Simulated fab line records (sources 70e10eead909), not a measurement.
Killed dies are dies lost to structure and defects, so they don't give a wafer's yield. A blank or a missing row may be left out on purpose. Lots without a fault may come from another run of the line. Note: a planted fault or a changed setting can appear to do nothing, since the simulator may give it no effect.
A lot that was struck, set against a sound lot | flow nand harc | 15 steps out of a route of 1302
Sound: these wafers, L653.2, L653.5, L653.6. Struck: wafer L663.4. The cause is given at the end.
Order at every step that has rows: each side's tool, ch and its chambers, its first start. Under that, the readings that differ: sound wafers | struck wafers | difference of the means | sigmas: that difference in standard deviations of wafers without a fault.
alike: readings whose means differ by less than 2 such deviations, and words and numbers that are the same on both sides. not compared: withheld readings, readings that some wafer has no value for, bounds like >300 that may hide the same value, and numbers for which the record gives no deviation and whose values overlap.
The two part at a step that has a row with sigmas, a row that says differs or no value, or rows on one side only. Numbers that don't overlap but have no deviation are shown without sigmas and don't part them. A reading that every wafer of one side lacks parts them only if that side has two wafers or more.

first, 1 step without rows for these wafers: NHARC_P_GATE_DESCUM_31 (chemistry O2, time 3 s).
NHARC_P_GATE_ETCH_104: etches the open film in CF4/CHF3, target depth 60 nm.
  sound on rie diel-04 ch 0,2,3, day 5 07:13; struck on rie diel-04 ch 1, day 9 09:40
  reading               | sound             | struck | difference | sigmas
  oes product au (a.u.) | 0.940 0.941 0.949 | 0.989  | +0.046     | +2
  alike: cf4 flow sccm, drypump motor current A, rf vpp V, showerhead plenum p Torr, throttle valve pct
then, 2 steps without rows for these wafers: NHARC_P_GATE_HM_OPEN_105 (chemistry O2/COS, target depth 360 nm); NHARC_P_GATE_STRIP_106 (strips in O2/COS).
NHARC_P_GATE_ETCH_114: etches the open film in CF4/O2, target depth 30 nm, overetch 3 nm, time 16.5 s.
  sound on rie diel-04 ch 2,3; struck on rie diel-04 ch 0
  reading                         | sound          | struck | difference | sigmas
  drypump motor current A (A)     | 4.8 6.3 4.8    | 6.8    | +1.5       | +3
  showerhead plenum p Torr (Torr) | 1.43 1.28 1.43 | 1.27   | -0.11      | -2
  alike: cf4 flow sccm, o2 flow sccm, oes product au, rf vpp V, throttle valve pct
  not compared: rf hours counter h
NHARC_P_GATE_ETCH_32: etches the open film in HBr/Cl2, target depth 150 nm, time 100.1 s.
  sound on rie si-05 ch 0,1,3, day 5 08:05; struck on rie si-05 ch 0, day 9 10:05
  alike: drypump motor current A, oes product au, throttle valve pct
  not compared: rf hours counter h
NHARC_P_GATE_STRIP_108: strips in O2.
  sound on rie diel-04 ch 0,1, day 5 08:12; struck on rie diel-09 ch 2, day 9 10:13
  reading      | sound          | struck | difference | sigmas
  rf vpp V (V) | 57.9 57.7 57.6 | 59.4   | +1.7       | +2
  alike: drypump motor current A, o2 flow sccm, oes product au, showerhead plenum p Torr, throttle valve pct
  not compared: rf hours counter h
NHARC_P_GATE_CD_MEAS_33:
  sound on cd sem-03 at day 5 08:23; struck on cd sem-01 at day 9 10:22
  alike: cd nm
then, 3 steps without rows for these wafers: NHARC_P_GATE_STRIP_35 (strips in SPM, time 600 s); NHARC_P_GATE_PRECLEAN_73 (cleans in SC1); NHARC_P_GATE_SRD_74.
NHARC_P_GATE_ALD_36: deposits SiNx, target thk 20 nm, pulse time 60 s, ald cycles 223.
  sound on ald sin-01 ch 2,3, day 5 09:53; struck on ald sin-01 ch 1, day 9 12:56
  alike: heater power w, precursor pulse height rel
NHARC_P_GATE_ETCHBACK_37: etches the open film in CHF3/O2, target depth 34.5 nm, time 17.2 s.
  sound on rie diel-04 ch 1,2, day 5 18:19; struck on rie diel-09 ch 1, day 9 20:20
  reading          | sound          | struck | difference | sigmas
  run length s (s) | 39.4 38.7 37.9 | 40.3   | +1.6       | +4
  alike: chf3 flow sccm, drypump motor current A, o2 flow sccm, oes product au, rf vpp V, showerhead plenum p Torr, throttle valve pct
  not compared: rf hours counter h
then, 1 step without rows for these wafers: NHARC_P_GATE_STRIP_101 (strips in O2, time 20 s).
NHARC_END_SORT_01:
  the record has rows for the sound wafers here (prober-02 ch 0, day 25 05:48) and none for the struck ones

## WHERE THEY PART
Earliest at NHARC_P_GATE_ETCH_104; latest, in this record, at NHARC_END_SORT_01.

WHY: whatever the simulator had introduced
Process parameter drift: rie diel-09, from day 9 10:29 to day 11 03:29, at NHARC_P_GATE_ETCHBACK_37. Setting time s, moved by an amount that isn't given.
